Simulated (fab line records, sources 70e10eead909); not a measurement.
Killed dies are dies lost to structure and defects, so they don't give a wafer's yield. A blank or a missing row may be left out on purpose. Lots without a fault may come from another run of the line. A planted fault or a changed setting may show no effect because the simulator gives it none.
Which tool did it? | flow nand_harc | 24 lots, 72 wafers sampled, at 4 steps of a route of 1159

WHAT THE GAUGES READ, wafer by wafer
NHARC_P_STI_INSPECT_11. Usual: raw_defect_count 5.3, standard deviation 2.7.
lot  | measured    | on                | raw_defect_count | flag
L074 | day 2 13:44 | defect_inspect-01 | 4 4 5            |
L075 | day 2 13:53 | defect_inspect-01 | 2 9 13           |
L076 | day 3 00:56 | defect_inspect-02 | 8 5 6            |
L077 | day 3 05:49 | defect_inspect-01 | 5 6 7            |
L078 | day 3 12:14 | defect_inspect-01 | 6 6 5            |
L079 | day 3 20:26 | defect_inspect-02 | 3 8 4            |
L080 | day 3 20:36 | defect_inspect-02 | 1 3 2            |
L081 | day 4 05:33 | defect_inspect-01 | 3 10 3           |
L082 | day 4 10:56 | defect_inspect-01 | 2 9 5            |
L083 | day 4 17:38 | defect_inspect-01 | 1 5 4            |
L084 | day 5 02:24 | defect_inspect-02 | 3 4 1            |
L085 | day 5 02:34 | defect_inspect-02 | 6 4 9            |
L086 | day 5 12:23 | defect_inspect-02 | 8 10 7           |
L087 | day 5 16:37 | defect_inspect-02 | 5 8 7            |
L088 | day 6 00:32 | defect_inspect-01 | 4 4 3            |
L089 | day 6 08:36 | defect_inspect-02 | 6 7 6            |
L090 | day 6 08:26 | defect_inspect-01 | 3 5 4            |
L091 | day 6 16:46 | defect_inspect-02 | 7 11 6           |
L092 | day 6 22:53 | defect_inspect-01 | 3 11 6           |
L093 | day 7 07:08 | defect_inspect-02 | 5 0 3            |
L094 | day 7 11:13 | defect_inspect-01 | 5 3 6            |
L095 | day 7 17:05 | defect_inspect-02 | 4 4 4            |
L096 | day 8 00:04 | defect_inspect-02 | 8 3 6            |
L097 | day 8 04:56 | defect_inspect-01 | 5 7 7            |

NHARC_P_GATE_OVL_MEAS_27. Usual: overlay_x_nm 0.0 nm, standard deviation 0.92; overlay_y_nm -0.1 nm, standard deviation 0.68.
lot  | measured     | on         | overlay_x_nm (nm) | overlay_y_nm (nm) | flag
L074 | day 4 18:12  | overlay-01 | -0.1 -0.1 -0.4    | -0.8 -1.4 -1.2    |
L075 | day 4 17:49  | overlay-02 | 0.6 0.7 0.2       | -0.3 0.2 0.1      |
L076 | day 5 04:59  | overlay-01 | 0.7 1.1 1.0       | -1.4 -1.3 -0.8    |
L077 | day 5 04:50  | overlay-02 | 0.9 1.4 1.0       | 0.4 0.4 0.7       |
L078 | day 6 00:32  | overlay-01 | -1.3 -0.9 -0.8    | -0.2 0.0 -0.3     |
L079 | day 6 00:22  | overlay-01 | -1.0 -0.4 -0.5    | -0.1 -0.2 0.4     |
L080 | day 5 23:35  | overlay-01 | 0.1 0.9 -0.1      | -0.2 -0.2 -0.8    |
L081 | day 6 12:05  | overlay-01 | 1.0 0.9 1.3       | -1.6 -1.8 -1.8    |
L082 | day 6 16:52  | overlay-01 | 0.0 -0.4 -0.9     | 0.2 0.0 0.3       |
L083 | day 6 17:29  | overlay-01 | -0.5 -0.9 -0.3    | -0.2 -0.7 -0.3    |
L084 | day 7 08:48  | overlay-01 | -0.5 0.1 0.0      | -0.3 -0.3 0.0     |
L085 | day 7 09:22  | overlay-02 | 0.3 0.4 1.0       | 1.2 0.8 0.8       |
L086 | day 7 19:50  | overlay-01 | -0.6 -1.1 -1.1    | 0.5 0.2 0.1       |
L087 | day 7 20:29  | overlay-01 | 1.3 1.2 1.0       | -0.5 -0.6 -0.1    |
L088 | day 7 20:46  | overlay-01 | 1.7 1.7 1.8       | 0.5 -0.2 0.9      |
L089 | day 8 14:56  | overlay-02 | 0.0 -0.6 -0.4     | -0.8 -1.0 -0.7    |
L090 | day 8 14:34  | overlay-01 | 0.8 1.0 1.0       | -0.2 0.0 0.2      |
L091 | day 8 23:14  | overlay-02 | -0.1 -0.1 -0.3    | 1.1 1.0 0.8       |
L092 | day 9 05:29  | overlay-02 | -1.4 -1.4 -1.2    | 1.1 0.4 0.8       |
L093 | day 9 14:51  | overlay-01 | -0.3 -1.0 -0.9    | -1.1 -0.5 -0.8    |
L094 | day 9 14:14  | overlay-01 | 1.5 1.4 1.7       | 0.4 0.3 0.7       |
L095 | day 9 23:36  | overlay-02 | 0.0 -0.1 -0.2     | 0.1 0.2 0.6       |
L096 | day 10 03:47 | overlay-01 | 0.4 0.3 0.5       | 0.0 -0.2 0.4      |
L097 | day 10 14:32 | overlay-02 | -1.6 -2.0 -2.1    | 0.0 0.1 0.2       |

WHICH TOOL RAN EACH LOT (tool, then ch and the chambers of the sampled wafers, then the start)
lot  | NHARC_P_ZERO_WELL_ETCH_63       | NHARC_P_ZERO_WELL_RTA_42
L074 | rie_si-02 ch 0,1,3, day 1 13:46 | rtp_anneal-02 ch 0, day 1 19:11
L075 | rie_si-03 ch 0,2,3, day 1 19:32 | rtp_anneal-02 ch 0, day 2 01:12
L076 | rie_si-02 ch 0,2,3, day 2 01:40 | rtp_anneal-01 ch 0, day 2 07:01
L077 | rie_si-05 ch 1,3, day 2 07:42   | rtp_anneal-02 ch 0, day 2 13:11
L078 | rie_si-03 ch 0,1,2, day 2 13:42 | rtp_anneal-01 ch 0, day 2 19:04
L079 | rie_si-02 ch 0,2,3, day 2 19:39 | rtp_anneal-01 ch 0, day 3 01:00
L080 | rie_si-03 ch 1,2,3, day 3 01:40 | rtp_anneal-01 ch 0, day 3 06:53
L081 | rie_si-03 ch 0,1,2, day 3 07:41 | rtp_anneal-02 ch 0, day 3 12:56
L082 | rie_si-05 ch 1,2,3, day 3 13:40 | rtp_anneal-01 ch 0, day 3 18:48
L083 | rie_si-02 ch 1,3, day 3 19:41   | rtp_anneal-01 ch 0, day 4 00:55
L084 | rie_si-05 ch 0,3, day 4 01:39   | rtp_anneal-02 ch 0, day 4 06:56
L085 | rie_si-02 ch 2,3, day 4 07:40   | rtp_anneal-02 ch 0, day 4 13:04
L086 | rie_si-05 ch 0,2,3, day 4 13:35 | rtp_anneal-01 ch 0, day 4 18:59
L087 | rie_si-05 ch 0,1,3, day 4 19:32 | rtp_anneal-02 ch 0, day 5 00:30
L088 | rie_si-02 ch 0,1,3, day 5 01:41 | rtp_anneal-01 ch 0, day 5 07:02
L089 | rie_si-02 ch 0,1,2, day 5 07:41 | rtp_anneal-01 ch 0, day 5 13:10
L090 | rie_si-03 ch 0,1, day 5 13:41   | rtp_anneal-02 ch 0, day 5 19:38
L091 | rie_si-05 ch 1,2,3, day 5 19:40 | rtp_anneal-01 ch 0, day 6 00:37
L092 | rie_si-03 ch 0,2,3, day 6 01:39 | rtp_anneal-02 ch 0, day 6 06:52
L093 | rie_si-05 ch 0,1,3, day 6 07:40 | rtp_anneal-01 ch 0, day 6 13:02
L094 | rie_si-05 ch 0,2,3, day 6 13:40 | rtp_anneal-02 ch 0, day 6 19:05
L095 | rie_si-02 ch 0,1,2, day 6 19:38 | rtp_anneal-01 ch 0, day 7 01:02
L096 | rie_si-05 ch 0,2, day 7 01:47   | rtp_anneal-02 ch 0, day 7 07:16
L097 | rie_si-05 ch 0,2,3, day 7 07:35 | rtp_anneal-01 ch 0, day 7 12:58
- NHARC_P_ZERO_WELL_ETCH_63: etches the open film in HBr/Cl2, target depth 120 nm, time 40.1 s.
- NHARC_P_ZERO_WELL_RTA_42: time 300 s.

WHAT THE TOOLS THEMSELVES READ (means of the sampled wafers that have a number; where no wafer has one, the mark that the record gives instead)
NHARC_P_ZERO_WELL_ETCH_63. Usual: drypump_motor_current_A 5.50 A, standard deviation 0.2; oes_product_au 0.999 a.u., standard deviation 0.0083; throttle_valve_pct 26.406 %, standard deviation 0.0094.
lot  | tool      | drypump_motor_current_A (A) | oes_product_au (a.u.) | throttle_valve_pct (%) | flag
L074 | rie_si-02 | 5.40                        | 0.993                 | 26.409                 |
L075 | rie_si-03 | 5.56                        | 0.996                 | 26.404                 |
L076 | rie_si-02 | 5.36                        | 0.990                 | 26.410                 |
L077 | rie_si-05 | 5.64                        | 0.999                 | 26.407                 |
L078 | rie_si-03 | 5.47                        | 1.008                 | 26.404                 |
L079 | rie_si-02 | 5.36                        | 0.999                 | 26.395                 |
L080 | rie_si-03 | 5.46                        | 0.992                 | 26.401                 |
L081 | rie_si-03 | 5.47                        | 0.997                 | 26.405                 |
L082 | rie_si-05 | 5.65                        | 1.002                 | 26.407                 |
L083 | rie_si-02 | 5.34                        | 1.010                 | 26.403                 |
L084 | rie_si-05 | 5.59                        | 0.991                 | 26.395                 |
L085 | rie_si-02 | 5.37                        | 1.013                 | 26.403                 |
L086 | rie_si-05 | 5.64                        | 0.990                 | 26.402                 |
L087 | rie_si-05 | 5.63                        | 0.999                 | 26.410                 |
L088 | rie_si-02 | 5.41                        | 1.005                 | 26.400                 |
L089 | rie_si-02 | 5.32                        | 0.993                 | 26.400                 |
L090 | rie_si-03 | 5.41                        | 1.002                 | 26.407                 |
L091 | rie_si-05 | 5.66                        | 1.004                 | 26.417                 |
L092 | rie_si-03 | 5.56                        | 0.993                 | 26.404                 |
L093 | rie_si-05 | 5.62                        | 0.999                 | 26.413                 |
L094 | rie_si-05 | 5.63                        | 0.996                 | 26.414                 |
L095 | rie_si-02 | 5.31                        | 0.999                 | 26.408                 |
L096 | rie_si-05 | 5.75                        | 0.996                 | 26.405                 |
L097 | rie_si-05 | 5.62                        | 0.997                 | 26.405                 |

NHARC_P_ZERO_WELL_RTA_42. Usual: lamp_power_pct 38.55 %, standard deviation 0.21; lamp_zone_3_pct 38.55 %, standard deviation 0.2; lamp_zone_5_pct 38.55 %, standard deviation 0.2; wafer_temp_C_max 1104.7, standard deviation 0.98.
lot  | tool          | lamp_power_pct (%) | lamp_zone_3_pct (%) | lamp_zone_5_pct (%) | wafer_temp_C_max | flag
L074 | rtp_anneal-02 | 38.79              | 38.77               | 38.78               | 1105.4           |
L075 | rtp_anneal-02 | 38.77              | 38.75               | 38.71               | 1104.5           |
L076 | rtp_anneal-01 | 38.30              | 38.31               | 38.30               | 1104.5           |
L077 | rtp_anneal-02 | 38.79              | 38.79               | 38.77               | 1104.6           |
L078 | rtp_anneal-01 | 38.38              | 38.40               | 38.36               | 1104.2           |
L079 | rtp_anneal-01 | 38.36              | 38.41               | 38.39               | 1103.9           |
L080 | rtp_anneal-01 | 38.42              | 38.40               | 38.41               | 1104.1           |
L081 | rtp_anneal-02 | 38.79              | 38.81               | 38.76               | 1103.9           |
L082 | rtp_anneal-01 | 38.37              | 38.34               | 38.32               | 1104.8           |
L083 | rtp_anneal-01 | 38.34              | 38.36               | 38.34               | 1104.6           |
L084 | rtp_anneal-02 | 38.81              | 38.78               | 38.74               | 1104.8           |
L085 | rtp_anneal-02 | 38.78              | 38.79               | 38.78               | 1103.7           |
L086 | rtp_anneal-01 | 38.42              | 38.40               | 38.38               | 1104.1           |
L087 | rtp_anneal-02 | 38.72              | 38.71               | 38.68               | 1105.5           |
L088 | rtp_anneal-01 | 38.27              | 38.32               | 38.26               | 1104.6           |
L089 | rtp_anneal-01 | 38.42              | 38.41               | 38.41               | 1104.8           |
L090 | rtp_anneal-02 | 38.77              | 38.72               | 38.70               | 1104.7           |
L091 | rtp_anneal-01 | 38.42              | 38.41               | 38.43               | 1104.9           |
L092 | rtp_anneal-02 | 38.80              | 38.79               | 38.76               | 1104.6           |
L093 | rtp_anneal-01 | 38.33              | 38.32               | 38.33               | 1104.5           |
L094 | rtp_anneal-02 | 38.80              | 38.79               | 38.79               | 1104.4           |
L095 | rtp_anneal-01 | 38.42              | 38.42               | 38.43               | 1105.1           |
L096 | rtp_anneal-02 | 38.73              | 38.71               | 38.75               | 1104.2           |
L097 | rtp_anneal-01 | 38.39              | 38.40               | 38.39               | 1103.1           |

THE ANSWER, worked out from the rows above alone
Rule: a lot is off if the mean of its wafers that have a number lies more than 3 standard deviations from the usual mean. A lot without any number at a reading at which 4 lots or more have one is off too. The other lots that the step has rows for count as sound. The gauges are gone through in route order, then the tools' own readings, and for those a lot's mean is taken as printed above. The first step at which some lot is off is used, and at that step the reading that is off furthest; a lot without a number counts as furthest.
No lot is off at any reading shown: from this, nothing can be told.

WHAT THE SIMULATOR HAD PUT IN
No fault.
